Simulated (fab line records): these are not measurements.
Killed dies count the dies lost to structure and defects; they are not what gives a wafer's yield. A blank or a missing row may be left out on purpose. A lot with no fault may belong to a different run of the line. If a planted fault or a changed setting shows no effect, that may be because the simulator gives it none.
Split-lot trial :: flow n5-finfet :: 21 wafers read across 7 lots, on a route 1938 steps long

## SPLIT DETAILS
At N5_PMOS_HMC_CHANNEL_EPI_COAT_03 (resist thk 205 nm), the setting spin-rpm was moved away from the recipe's 1500 rpm on 6 of the 21 wafers read, by -7.4% to +8.5%. The other wafers ran this setting at the recipe's value.

## FROM THE SPLIT TO THE READING: what the file shows between them, 5 steps
- N5_PMOS_HMC_CHANNEL_EPI_PEB_07: peb time 60 s (also split here: peb-temp-c)
- N5_PMOS_HMC_CHANNEL_EPI_DEVELOP_08: develop time 30 s
- N5_PMOS_HMC_CHANNEL_EPI_CD_MEAS_09: target cd 237.4 nm
- N5_PMOS_HMC_CHANNEL_EPI_DESCUM_14: chemistry O2, time 7.9 s
- N5_PMOS_HMC_CHANNEL_EPI_ETCH_32: etches BARC in N2/H2, stops on SiO2, target depth 85.8 nm, time 50.3 s

## THE READING
CAR-ArF-block_of_PMOS_HMC_CHANNEL_EPI_COAT_03.thk-nm (the simulator's own value, which no gauge read), in nm, at N5_PMOS_HMC_CHANNEL_EPI_HM_OPEN_15 (chemistry CHF3/O2, target SiO2, target depth 40.6 nm, time 20.3 s). The file gives no usual value for it. Across the 15 wafers here that went through the recipe, the average is 91.90 nm and the standard deviation 1.5 nm.

wafer: L081.1
tool, chamber at the split: litho-track-03, 0
spin-rpm as run, rpm: 1389
against the recipe: -7.4%
CAR-ArF-block_of_PMOS_HMC_CHANNEL_EPI_COAT_03.thk-nm, nm: 99.03
against lot-mates on the recipe: +8.92

wafer: L081.2
tool, chamber at the split: litho-track-03, 0
spin-rpm as run, rpm: 1500
against the recipe: recipe
CAR-ArF-block_of_PMOS_HMC_CHANNEL_EPI_COAT_03.thk-nm, nm: 90.11
against lot-mates on the recipe: -

wafer: L081.6
tool, chamber at the split: litho-track-03, 0
spin-rpm as run, rpm: 1389
against the recipe: -7.4%
CAR-ArF-block_of_PMOS_HMC_CHANNEL_EPI_COAT_03.thk-nm, nm: 98.42
against lot-mates on the recipe: +8.31

wafer: L083.1
tool, chamber at the split: litho-track-03, 0
spin-rpm as run, rpm: 1566
against the recipe: +4.4%
CAR-ArF-block_of_PMOS_HMC_CHANNEL_EPI_COAT_03.thk-nm, nm: 86.77
against lot-mates on the recipe: -5.25

wafer: L083.2
tool, chamber at the split: litho-track-03, 0
spin-rpm as run, rpm: 1500
against the recipe: recipe
CAR-ArF-block_of_PMOS_HMC_CHANNEL_EPI_COAT_03.thk-nm, nm: 92.02
against lot-mates on the recipe: -

wafer: L083.4
tool, chamber at the split: litho-track-03, 0
spin-rpm as run, rpm: 1566
against the recipe: +4.4%
CAR-ArF-block_of_PMOS_HMC_CHANNEL_EPI_COAT_03.thk-nm, nm: 88.64
against lot-mates on the recipe: -3.38

wafer: L088.1
tool, chamber at the split: litho-track-02, 0
spin-rpm as run, rpm: 1500
against the recipe: recipe
CAR-ArF-block_of_PMOS_HMC_CHANNEL_EPI_COAT_03.thk-nm, nm: 91.73
against lot-mates on the recipe: -

wafer: L088.5
tool, chamber at the split: litho-track-02, 0
spin-rpm as run, rpm: 1627
against the recipe: +8.5%
CAR-ArF-block_of_PMOS_HMC_CHANNEL_EPI_COAT_03.thk-nm, nm: 86.1
against lot-mates on the recipe: -6.70

wafer: L088.6
tool, chamber at the split: litho-track-02, 0
spin-rpm as run, rpm: 1500
against the recipe: recipe
CAR-ArF-block_of_PMOS_HMC_CHANNEL_EPI_COAT_03.thk-nm, nm: 93.87
against lot-mates on the recipe: -

wafer: L090.2
tool, chamber at the split: litho-track-03, 0
spin-rpm as run, rpm: 1500
against the recipe: recipe
CAR-ArF-block_of_PMOS_HMC_CHANNEL_EPI_COAT_03.thk-nm, nm: 92.4
against lot-mates on the recipe: -

wafer: L090.3
tool, chamber at the split: litho-track-03, 0
spin-rpm as run, rpm: 1500
against the recipe: recipe
CAR-ArF-block_of_PMOS_HMC_CHANNEL_EPI_COAT_03.thk-nm, nm: 90.33
against lot-mates on the recipe: -

wafer: L090.4
tool, chamber at the split: litho-track-03, 0
spin-rpm as run, rpm: 1500
against the recipe: recipe
CAR-ArF-block_of_PMOS_HMC_CHANNEL_EPI_COAT_03.thk-nm, nm: 94.73
against lot-mates on the recipe: -

wafer: L091.2
tool, chamber at the split: litho-track-05, 0
spin-rpm as run, rpm: 1400
against the recipe: -6.7%
CAR-ArF-block_of_PMOS_HMC_CHANNEL_EPI_COAT_03.thk-nm, nm: 98.11
against lot-mates on the recipe: +5.37

wafer: L091.3
tool, chamber at the split: litho-track-05, 0
spin-rpm as run, rpm: 1500
against the recipe: recipe
CAR-ArF-block_of_PMOS_HMC_CHANNEL_EPI_COAT_03.thk-nm, nm: 94.3
against lot-mates on the recipe: -

wafer: L091.5
tool, chamber at the split: litho-track-05, 0
spin-rpm as run, rpm: 1500
against the recipe: recipe
CAR-ArF-block_of_PMOS_HMC_CHANNEL_EPI_COAT_03.thk-nm, nm: 91.18
against lot-mates on the recipe: -

wafer: L092.3
tool, chamber at the split: litho-track-02, 0
spin-rpm as run, rpm: 1500
against the recipe: recipe
CAR-ArF-block_of_PMOS_HMC_CHANNEL_EPI_COAT_03.thk-nm, nm: 92.05
against lot-mates on the recipe: -

wafer: L092.4
tool, chamber at the split: litho-track-02, 0
spin-rpm as run, rpm: 1500
against the recipe: recipe
CAR-ArF-block_of_PMOS_HMC_CHANNEL_EPI_COAT_03.thk-nm, nm: 89.77
against lot-mates on the recipe: -

wafer: L092.6
tool, chamber at the split: litho-track-02, 0
spin-rpm as run, rpm: 1500
against the recipe: recipe
CAR-ArF-block_of_PMOS_HMC_CHANNEL_EPI_COAT_03.thk-nm, nm: 92.34
against lot-mates on the recipe: -

wafer: L093.2
tool, chamber at the split: litho-track-02, 0
spin-rpm as run, rpm: 1500
against the recipe: recipe
CAR-ArF-block_of_PMOS_HMC_CHANNEL_EPI_COAT_03.thk-nm, nm: 90.25
against lot-mates on the recipe: -

wafer: L093.3
tool, chamber at the split: litho-track-02, 0
spin-rpm as run, rpm: 1500
against the recipe: recipe
CAR-ArF-block_of_PMOS_HMC_CHANNEL_EPI_COAT_03.thk-nm, nm: 92.07
against lot-mates on the recipe: -

wafer: L093.4
tool, chamber at the split: litho-track-02, 0
spin-rpm as run, rpm: 1500
against the recipe: recipe
CAR-ArF-block_of_PMOS_HMC_CHANNEL_EPI_COAT_03.thk-nm, nm: 91.36
against lot-mates on the recipe: -

FIT RESULTS
A straight line over all 21 wafers: CAR-ArF-block_of_PMOS_HMC_CHANNEL_EPI_COAT_03.thk-nm changes by -0.863 nm for each +1% of spin-rpm; r = -0.92; the points scatter about the line by 1.4 nm.
The same after taking each lot's own level away (the mean of its wafers on the recipe; 21 wafers): -0.974 nm for each +1%; r = -0.94; scatter 1.3 nm.
On that fit, the largest move of spin-rpm shifts the reading by 8.2 nm.
Across the lots, their own levels run from 90.110 to 92.800 nm, a range of 1.8 times the standard deviation given above.
Thus the slope moves with the lot-to-lot level: the two fits are different.
Check: for one of the wafers moved furthest among these (+8.5%), held out of the fit, the line's prediction against its lot-mates is -8.78 nm. It came out at -6.7 nm against them.

## THE OTHER SPLITS THESE WAFERS WENT THROUGH
Other splits were also applied to these wafers ahead of the reading. Each is held against what the fit with the lots' levels taken away leaves over:
other split on the same wafers: N5_WELL_APT_COAT_02 spin-rpm
wafers away from the commonest value: 11
r with CAR-ArF-block_of_PMOS_HMC_CHANNEL_EPI_COAT_03.thk-nm (lot level and that fit taken away): -0.11

other split on the same wafers: N5_WELL_APT_EXPOSE_05 dose-mj
wafers away from the commonest value: 4
r with CAR-ArF-block_of_PMOS_HMC_CHANNEL_EPI_COAT_03.thk-nm (lot level and that fit taken away): -0.23

other split on the same wafers: N5_PMOS_HMC_CHANNEL_EPI_PEB_07 peb-temp-c
wafers away from the commonest value: 8
r with CAR-ArF-block_of_PMOS_HMC_CHANNEL_EPI_COAT_03.thk-nm (lot level and that fit taken away): +0.12

## THE WHOLE CHAIN: every reading that the file lists as answering this split, in the file's order
step: N5_PMOS_HMC_CHANNEL_EPI_COAT_03
what it does: resist thk 205 nm
reading: CAR-ArF-block_of_PMOS_HMC_CHANNEL_EPI_COAT_03.thk-nm (the simulator's own value, which no gauge read)
change (the file's fit): -1.05 nm for each +1% of the setting
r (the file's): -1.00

step: N5_PMOS_HMC_CHANNEL_EPI_ETCH_32
what it does: etches BARC in N2/H2, stops on SiO2, target depth 85.8 nm, time 50.3 s
reading: CAR-ArF-block_of_PMOS_HMC_CHANNEL_EPI_COAT_03.thk-nm (the simulator's own value, which no gauge read)
change (the file's fit): -0.984 nm for each +1% of the setting
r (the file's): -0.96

step: N5_PMOS_HMC_CHANNEL_EPI_HM_OPEN_15
what it does: chemistry CHF3/O2, target SiO2, target depth 40.6 nm, time 20.3 s
reading: CAR-ArF-block_of_PMOS_HMC_CHANNEL_EPI_COAT_03.thk-nm (the simulator's own value, which no gauge read)
change (the file's fit): -0.921 nm for each +1% of the setting
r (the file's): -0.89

## FILE'S OWN FIT
CAR-ArF-block_of_PMOS_HMC_CHANNEL_EPI_COAT_03.thk-nm changes by -0.921 nm for each +1% of spin-rpm, r = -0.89.
